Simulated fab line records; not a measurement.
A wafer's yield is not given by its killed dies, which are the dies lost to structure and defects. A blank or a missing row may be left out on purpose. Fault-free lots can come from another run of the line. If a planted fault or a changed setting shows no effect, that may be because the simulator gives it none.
fab line records + flow n5Finfet
[record]
- lots = 4
- wafers = 12
- lastDay = 18
route steps=1938 shown SDB@373 DUMMY_REMOVAL@377 HKMG_FIN@385 BEOL_M4@1111 PASSIVATION@1936
lots with no fault: from the same line, run without faults
startH: the number of hours between the record's first day and the start of the first shown wafer of the lot + waitH: time in hours since the lot's previous step + " repeats the value in the row above + L1.1+2: a single row standing in for several wafers + - either no value or no given start + * or withheld: withheld + < > ~ a bound
route shown NAME@n: NAME is a module with steps in the file, n the number in the route of the first one + usual: average and standard deviation across the fault-free wafers + same: alike in all rows + chamber/n: place in a boat + sites: readings site by site + _std_site: standard deviation across them + _edge_site: outer sites' mean less inner sites' + radiusMm: how far each site lies from the wafer's centre + mask NAME#n: copy n + behind: the last tool/chamber to shape the wafer + hold: why the lot went on hold/how many hours it stayed there/how the hold came to an end + device: whichever transistor did not switch (one of n, p or np) + end of line: tests run on the same wafers once the route is complete + step lacking rows: just its recipe + killed: the dies lost at the first sort to structure and to defects; this is not the yield of the wafer + map: shows each die of a wafer: x if killed, . if not, _ if none is there
set.NAME: setting as actually run; set.NAME@STEP: the setting as run at that earlier step + model.NAME: the simulator's own value behind a step, which no gauge read
a table for each step, a row for each wafer; lots at some steps of the route
services: a tool's chamber out of use, with start hour (startH, from the record's first day; less than 0 if before it), hours out, and reason
[[steps]]
[step N5_SDB_ALD_29]
[recipe]
- material = SiNx
- targetThkA = 300
- tempC = 400
- aldPrecursorFamily = SiH2I2
- aldCoReactant = N2/H2-plasma
- pulseTimeS = 1
- aldCycles = 600
- purgeTimeS = 2
- coReactantPurgeTimeS = 2
- pressureTorr = 2
[step N5_SDB_CMP_30]
[recipe]
- stopOn = poly-Si
- tOverpolishS = 1.54
- postCmpClean = alkalineBrush
- downForcePsi = 4.1491
- platenRpm = 51.796
- padVelocityMS = 1.0306
- targetThkNm = 30
[step N5_DUMMY_REMOVAL_HM_STRIP_01]
[recipe]
- chemistry = CH3F/O2
- material = SiNx
- targetDepthA = 40
- stopOn = poly-Si
- timeS = 6.8
- overEtchFrac = 0.3
- ionEnergyEv = 60
- powerW = 410
- biasW = 29
- Ar_flow_sccm = 150
- CH3F_flow_sccm = 30
- O2_flow_sccm = 20
[step N5_DUMMY_REMOVAL_STRIP_10]
[recipe]
- chemistry = N2/H2
- timeS = 40
- powerW = 100
- tempC = 40
- pressureMtorr = 100
- rfFrequencyHz = 6e+07
- biasPowerW = 3
- n2FlowSccm = 300
- h2FlowSccm = 300
[step N5_DUMMY_REMOVAL_PRECLEAN_07]
[recipe]
- chemistry = dHF
- timeS = 30
- tempC = 25
- dilution = withheld
[step N5_DUMMY_REMOVAL_DUMMY_REMOVE_02]
[recipe]
- chemistry = TMAH
- tempC = 70
- target = poly-Si
- stopOn = SiO2
- targetDepthNm = 142
- concWtPct = 5
- timeS = 57
- dry = ipaMarangoni
- rinseTimeS = 30
- rinseTempC = 23
[step N5_DUMMY_REMOVAL_PRECLEAN_08]
[recipe]
- chemistry = NF3:NH3
- afsCycles = 2
- tempC = 30
- timeS = 20
- sublimationTempC = 180
- sublimationTimeS = 60
- pressureTorr = 3
- rfPowerW = 30
[step N5_DUMMY_REMOVAL_PRECLEAN_04]
[recipe]
- chemistry = DHF
- timeS = 37
- tempC = 25
- dilution = 500:1
[step N5_DUMMY_REMOVAL_SRD_05]
[recipe]
- dry = ipaMarangoni
- doPpb = 5
- timeS = 30
- tempC = 23
- rinseLiquid = diw
[step N5_HKMG_FIN_IL_REGROW_00]
[recipe]
- material = SiO2
- targetThkA = 7.5
- chemistry = O3
- tempC = withheld
- timeS = 30
| lot.wafer  | tool     | chamber | startH | waitH |
|------------|----------|---------|--------|-------|
| L836.2+4+6 | aldHk-03 | 3,1,1   | 108.21 | 0.0   |
| L848.1+4+6 | aldHk-03 | 3,1,0   | 178.81 | 0.0   |
| L851.1+5+6 | aldHk-03 | 0,3,0   | 202.38 | 0.0   |
| L853.1+5+6 | aldHk-01 | 3,0,1   | 214.48 | 0.0   |
[step N5_HKMG_FIN_HK_ALD_01]
[recipe]
- material = HfO2
- targetThkA = 16
- tempC = withheld
- aldPrecursorFamily = HfCl4
- aldCoReactant = H2O
- pulseTimeS = 3
- purgeTimeS = 3
- coReactantPurgeTimeS = 2.5
- coReactantPulseTimeS = 0.3
- aldCycles = 30
[step N5_HKMG_FIN_HK_ANNEAL_02]
[recipe]
- tempC = 700
- timeS = 30
- ambient = N2
- idleTempC = 600
- rampUpCPerS = 150
- rampDownCPerS = 60
- coolToC = 600
[step N5_HKMG_FIN_ALD_74]
[recipe]
- material = La2O3
- targetThkA = 5
- tempC = 250
- aldPrecursorFamily = La-Cp
- aldCoReactant = O3
- pulseTimeS = 6
- coReactantPulseTimeS = 1
- purgeTimeS = 3
- coReactantPurgeTimeS = 3
[step N5_HKMG_FIN_ALD_75]
[recipe]
- material = Al2O3
- targetThkA = 10
- tempC = 150
- aldPrecursorFamily = TMA
- aldCoReactant = H2O
- pulseTimeS = withheld
- coReactantPulseTimeS = 1
[step N5_HKMG_FIN_COAT_41]
[recipe]
- resist = SOC
- tempC = 250
- timeS = 60
- spinRpm = 1500
- resistThkNm = 300
[step N5_HKMG_FIN_COAT_42]
[recipe]
- resist = SiARC
- tempC = 220
- timeS = 60
- spinRpm = 1500
- resistThkNm = 35
[step N5_HKMG_FIN_COAT_43]
[recipe]
- resist = CAR-ArF
- spinRpm = 1500
- resistThkNm = 90
[step N5_HKMG_FIN_EBR_45]
[recipe]
- solvent = PGMEA
- ebrWidthMm = 1.5
[step N5_HKMG_FIN_SOFTBAKE_44]
[recipe]
- tempC = 110
- timeS = 60
- resist = CAR-ArF
[step N5_HKMG_FIN_EXPOSE_46]
[recipe]
- maskId = NDIPOLE
- na = 1.35
- sourceShape = conventional
- sigmaOuter = 0.8
- polarization = unpolarized
- doseMj = 40
[step N5_HKMG_FIN_PEB_47]
[recipe]
- pebTempC = withheld
- pebTimeS = 60
- resist = CAR-ArF
[step N5_HKMG_FIN_DEVELOP_48]
[recipe]
- developTimeS = 30
- developer = TMAH
- resist = CAR-ArF
- rinseLiquid = diw
- dry = airSpin
- devTempC = 23
[step N5_HKMG_FIN_DESCUM_53]
[recipe]
- chemistry = O2
- timeS = 7.9
- sourcePowerW = 50
- biasPowerW = 20
- pressureMtorr = 20
- rfFrequencyHz = 2.712e+07
- tempC = 40
- resist = CAR-ArF
- o2FlowSccm = 225
[step N5_HKMG_FIN_ETCH_54]
[recipe]
- chemistry = CF4
- target = SiARC
- targetDepthA = 455
- maskMaterial = CAR-ArF
- timeS = 75.8
- ionEnergyEv = 80
- pressureMtorr = 40
- sourceW = 545
- biasW = 36
- Ar_flow_sccm = 100
- cf4FlowSccm = 100
- ends = cleared
[step N5_HKMG_FIN_ETCH_55]
[recipe]
- chemistry = N2/H2
- target = SOC
- targetDepthA = 2400
- tempC = 40
- timeS = 300
- ionEnergyEv = 200
- maskMaterial = SiARC
- pressureMtorr = 30
- sourceW = 840
- biasW = 150
- n2FlowSccm = 200
- h2FlowSccm = 200
[step N5_HKMG_FIN_STRIP_56]
[recipe]
- chemistry = N2/H2
- tempC = 40
- n2FlowSccm = 200
- h2FlowSccm = 200
- rfFrequencyHz = 6e+07
[step N5_HKMG_FIN_STRIP_57]
[recipe]
- chemistry = CF4
- resist = SiARC
- powerW = 300
- biasPowerW = 75
- pressureMtorr = 50
- cf4FlowSccm = 150
- rfFrequencyHz = 6e+07
[step N5_HKMG_FIN_ETCH_58]
[recipe]
- chemistry = N2/H2
- target = SOC
- targetDepthA = 2158
- ionEnergyEv = 50
- biasW = 13
- timeS = 741
- pressureMtorr = 30
- sourceW = 875
- n2FlowSccm = 200
- h2FlowSccm = 200
[step N5_HKMG_FIN_STRIP_93]
[recipe]
- chemistry = N2/H2
- material = SOC
- timeS = 20
- powerW = 500
- tempC = 40
- pressureMtorr = 50
- rfFrequencyHz = 6e+07
- biasPowerW = 8
- h2Frac = 0.5
- n2FlowSccm = 300
- h2FlowSccm = 300
[step N5_HKMG_FIN_WET_ETCH_76]
[recipe]
- chemistry = dNH4OH
- mix = 1:50
- tempC = 25
- target = Al2O3
- stopOn = La2O3
- targetDepthNm = 2.25
- dry = ipaMarangoni
- rinseTimeS = 30
- rinseTempC = 23
[step N5_HKMG_FIN_STRIP_60]
[recipe]
- chemistry = N2/H2
- powerW = 2500
- tempC = 300
- h2Frac = 0.65
- timeS = 360
- pressureMtorr = withheld
- n2FlowSccm = 1750
- h2FlowSccm = 3250
[step N5_HKMG_FIN_WET_ETCH_77]
[recipe]
- chemistry = dHCl
- mix = 1:10000
- tempC = 25
- target = La2O3
- stopOn = HfO2
- targetDepthNm = 2
[step N5_HKMG_FIN_WET_ETCH_78]
[recipe]
- chemistry = dNH4OH
- mix = 1:50
- tempC = 25
- target = Al2O3
- stopOn = La2O3
- targetDepthNm = 4.5
- dry = ipaMarangoni
- rinseTimeS = 30
- rinseTempC = 23
[step N5_HKMG_FIN_ALD_79]
[recipe]
- material = TiN
- targetThkA = 15
- tempC = 400
- aldPrecursorFamily = TiCl4
- aldCoReactant = NH3
- pulseTimeS = 1
- purgeTimeS = 3
- coReactantPurgeTimeS = 2
- coReactantPulseTimeS = 2
- aldCycles = 68
- pressureTorr = 3
[step N5_HKMG_FIN_CVD_62]
[recipe]
- material = a-Si
- targetThkA = 30
- tempC = 500
- precursor = Si2H6
- pressureTorr = 1
- timeS = 20.8
[step N5_HKMG_FIN_RTA_80]
[recipe]
- tempC = withheld
- timeS = 2
- ambient = N2
- idleTempC = 600
- rampUpCPerS = 150
- rampDownCPerS = 60
- coolToC = 600
[step N5_BEOL_M4_RC_MEAS_101]
[usual]
- DIBL_N = 35.9/1.4
- DIBL_P = 35.9/1.7
- EOT_N = 10.52/0.098
- EOT_P = 10.46/0.082
- IGATE_N = 0.0129/0.0017
- IGATE_P = 0.0038/0.00048
- IOFF_N = 0.155/0.023
- IOFF_P = 0.201/0.029
- ION_N = 672/8.8
- ION_P = 460/7
- SS_N = 71.6/0.48
- SS_P = 73.1/0.64
- VT_N = 250.0/3
- VT_P = -251.6/3
| lot.wafer | tool      | chamber | startH | waitH | DIBL_N[mV/V] | DIBL_P[mV/V] | EOT_N | EOT_P | IGATE_N[nA/um] | IGATE_P[nA/um] | IOFF_N[nA/um] | IOFF_P[nA/um] | ION_N[uA/um] | ION_P[uA/um] | SS_N[mV/dec] | SS_P[mV/dec] | VT_N[mV] | VT_P[mV] |
|-----------|-----------|---------|--------|-------|--------------|--------------|-------|-------|----------------|----------------|---------------|---------------|--------------|--------------|--------------|--------------|----------|----------|
| L836.2    | prober-01 | 0       | 202.22 | 0.2   | 36.9         | 38.2         | 10.48 | 10.28 | 0.0138         | 0.0041         | 0.183         | 0.197         | 681          | 455          | 71.2         | 74.0         | 247.5    | -254.0   |
| L836.4    | "         | 0       | "      | "     | 35.1         | 36.5         | 10.59 | 10.49 | 0.0119         | 0.0035         | 0.151         | 0.170         | 669          | 454          | 71.2         | 72.7         | 251.0    | -257.4   |
| L836.6    | "         | 0       | "      | "     | 36.3         | 37.8         | 10.54 | 10.51 | 0.0121         | 0.0036         | 0.163         | 0.192         | 675          | 452          | 72.1         | 73.1         | 249.7    | -253.4   |
| L848.1    | prober-02 | 0       | 279.19 | 0.0   | 35.4         | 36.6         | 10.48 | 10.32 | 0.0127         | 0.0037         | 0.148         | 0.165         | 675          | 452          | 71.8         | 73.7         | 249.8    | -256.4   |
| L848.4    | "         | 0       | "      | "     | 36.1         | 37.0         | 10.65 | 10.57 | 0.0121         | 0.0035         | 0.154         | 0.164         | 658          | 448          | 71.5         | 73.5         | 250.7    | -257.2   |
| L848.6    | "         | 0       | "      | "     | 35.8         | 37.0         | 10.06 | 10.07 | 0.0287         | 0.0082         | 0.148         | 0.165         | 681          | 461          | 72.0         | 72.7         | 250.6    | -259.9   |
| L851.1    | prober-01 | 0       | 304.23 | 0.0   | 34.2         | 35.1         | 10.15 | 10.09 | 0.0241         | 0.0072         | 0.162         | 0.193         | 676          | 461          | 71.7         | 73.5         | 246.9    | -248.7   |
| L851.5    | "         | 0       | "      | "     | 34.9         | 35.6         | 10.37 | 10.49 | 0.0150         | 0.0045         | 0.163         | 0.206         | 677          | 464          | 71.5         | 73.9         | 247.7    | -251.7   |
| L851.6    | "         | 0       | "      | "     | 33.4         | 34.4         | 9.97  | 9.96  | 0.0280         | 0.0085         | 0.148         | 0.182         | 673          | 459          | 70.9         | 73.2         | 248.2    | -249.7   |
| L853.1    | prober-02 | 0       | 311.49 | 0.0   | 34.9         | 34.0         | 10.58 | 10.44 | 0.0127         | 0.0039         | 0.134         | 0.199         | 669          | 469          | 71.5         | 72.6         | 254.6    | -251.2   |
| L853.5    | "         | 0       | "      | "     | 35.8         | 34.6         | 10.57 | 10.51 | 0.0112         | 0.0035         | 0.145         | 0.206         | 670          | 463          | 72.1         | 73.7         | 249.8    | -252.6   |
| L853.6    | "         | 0       | "      | "     | 35.1         | 34.6         | 10.55 | 10.50 | 0.0111         | 0.0034         | 0.141         | 0.203         | 667          | 459          | 71.2         | 72.7         | 251.0    | -249.2   |
[step N5_PASSIVATION_PROBE_49]
[usual]
- defectLimitedYield = 91.7/1.5
- killed_at_M0_to_M3 = 30/8.6
- killed_at_M4_up = 12/4.5
- killedAtContacts = 13/5.8
- killedAtFrontEnd = 38/11
- killedAtOther = 4/3
- killedDies = 97/17
- killedOpen = 63/12
- killedShort = 32/8.8
- sort_bin_5_function = 4.8/0.91
- sort_bin_6_memory = 3.1/0.68
- sortNPass = 1083/17
- sortYieldPct = 91.7/1.5
[same]
- grossDies = 1180
- killedAtBackSide = 0
- sort_bin_4_leakage[%] = 0
- sort_bin_8_speed[%] = 0
| lot.wafer | tool      | chamber | startH | waitH | defectLimitedYield[%] | killed_at_M0_to_M3 | killed_at_M4_up | killedAtContacts | killedAtFrontEnd | killedAtOther | killedDies | killedOpen | killedShort | sort_bin_5_function[%] | sort_bin_6_memory[%] | sortNPass | sortYieldPct[%] |
|-----------|-----------|---------|--------|-------|-----------------------|--------------------|-----------------|------------------|------------------|---------------|------------|------------|-------------|------------------------|----------------------|-----------|-----------------|
| L836.2    | prober-02 | -       | 310.11 | 0.1   | 92.7                  | 20                 | 8               | 10               | 43               | 5             | 86         | 54         | 31          | 4.4                    | 2.6                  | 1094      | 92.7            |
| L836.4    | prober-02 | -       | 310.21 | 0.2   | 91.7                  | 22                 | 12              | 13               | 50               | 1             | 98         | 59         | 36          | 4.8                    | 3.1                  | 1082      | 91.7            |
| L836.6    | prober-02 | -       | 310.31 | 0.3   | 91.7                  | 29                 | 8               | 14               | 42               | 5             | 98         | 55         | 41          | 5.3                    | 2.5                  | 1082      | 91.7            |
| L851.1    | prober-02 | -       | 417.78 | 0.0   | 91.1                  | 35                 | 11              | 8                | 50               | 1             | 105        | 69         | 34          | 5.6                    | 3.0                  | 1075      | 91.1            |
| L851.5    | prober-02 | -       | 417.98 | 0.2   | 91.0                  | 22                 | 23              | 12               | 46               | 3             | 106        | 58         | 46          | 4.7                    | 3.9                  | 1074      | 91.0            |
| L851.6    | prober-02 | -       | 418.03 | 0.3   | 91.6                  | 17                 | 17              | 13               | 46               | 6             | 99         | 67         | 31          | 4.9                    | 3.1                  | 1081      | 91.6            |
// killed by level:class
L836.2 STI_FIN_REVEAL:geometricParticle:open=18 MOL_CONTACT_COAG:geometricParticle:open=8 BEOL_M1:geometricParticle:open=6 GATE_CUT:geometricParticle:short=6 STI_FIN_REVEAL:geometricParticle:short=5 BEOL_M3:geometricParticle:short=5 BEOL_M7:geometricParticle:open=4 FIN_SAQP:geometricParticle:short=3
L836.4 STI_FIN_REVEAL:geometricParticle:open=12 MOL_CONTACT_COAG:geometricParticle:open=12 FIN_SAQP:geometricParticle:short=8 GATE_CUT:geometricParticle:short=8 BEOL_M2:geometricParticle:open=6 BEOL_M3:geometricParticle:short=4 DUMMY_GATE:geometricParticle:open=4 BEOL_M3:geometricParticle:open=4
L836.6 STI_FIN_REVEAL:geometricParticle:open=12 MOL_CONTACT_COAG:geometricParticle:open=12 FIN_SAQP:geometricParticle:short=9 BEOL_M0_SAQP:geometricParticle:short=8 FIN_SAQP:geometricParticle:open=6 BEOL_M3:geometricParticle:short=6 BEOL_M0_SAQP:geometricParticle:open=5 BEOL_M1:geometricParticle:open=5
L851.1 FIN_SAQP:geometricParticle:short=12 BEOL_M3:geometricParticle:open=11 STI_FIN_REVEAL:geometricParticle:open=9 BEOL_M2:geometricParticle:open=8 MOL_CONTACT_COAG:geometricParticle:open=7 BEOL_M0:geometricParticle:open=7 DUMMY_GATE:geometricParticle:open=6 FIN_SAQP:geometricParticle:open=5
L851.5 FIN_SAQP:geometricParticle:short=20 FIN_SAQP:geometricParticle:open=10 MOL_CONTACT_COAG:geometricParticle:open=8 BEOL_M1:geometricParticle:open=7 BEOL_M8:geometricParticle:open=7 STI_FIN_REVEAL:geometricParticle:open=5 BEOL_M4:geometricParticle:open=5 MOL_CONTACT_COAG:geometricParticle:short=4
L851.6 FIN_SAQP:geometricParticle:open=13 MOL_CONTACT_COAG:geometricParticle:open=11 FIN_SAQP:geometricParticle:short=10 STI_FIN_REVEAL:geometricParticle:open=7 DUMMY_GATE:geometricParticle:open=6 BEOL_M4:geometricParticle:open=6 BEOL_M2:geometricParticle:open=6 BEOL_M1:geometricParticle:open=4
[[services]]
| tool     | chamber | startH | hours | kind   |
|----------|---------|--------|-------|--------|
| aldHk-03 | -       | 104.83 | 0.7   | repair |
| aldHk-01 | -       | 169.61 | 0.7   | repair |
| aldHk-01 | -       | 176.61 | 8.7   | pm     |
| aldHk-03 | -       | 189.28 | 1.4   | repair |
[[key]]
[firstSign]
- step = N5_BEOL_M4_RC_MEAS_101
- reading = IGATE_P
- direction = up
- sigmas = 8.6
- usual = 0.0038
- struck = 0.0080
[effect]
- step = N5_BEOL_M4_RC_MEAS_101
- reading = IGATE_N
- direction = up
- sigmas = 8.5
- usual = 0.0129
- struck = 0.0269
[effect]
- step = N5_BEOL_M4_RC_MEAS_101
- reading = EOT_P
- direction = down
- sigmas = 5.1
- usual = 10.46
- struck = 10.04
[effect]
- step = N5_BEOL_M4_RC_MEAS_101
- reading = EOT_N
- direction = down
- sigmas = 4.6
- usual = 10.52
- struck = 10.06
metAt N5_HKMG_FIN_IL_REGROW_00
struckWafers L848.6,L851.1,L851.6
[fault]
- kind = processParameterDrift
- tool = aldHk-03
- chamber = 0
- onsetH = 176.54
- steps = N5_HKMG_FIN_IL_REGROW_00
- channel = timeS
- offset = *
- shape = step
- endH = 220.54
- stated = *
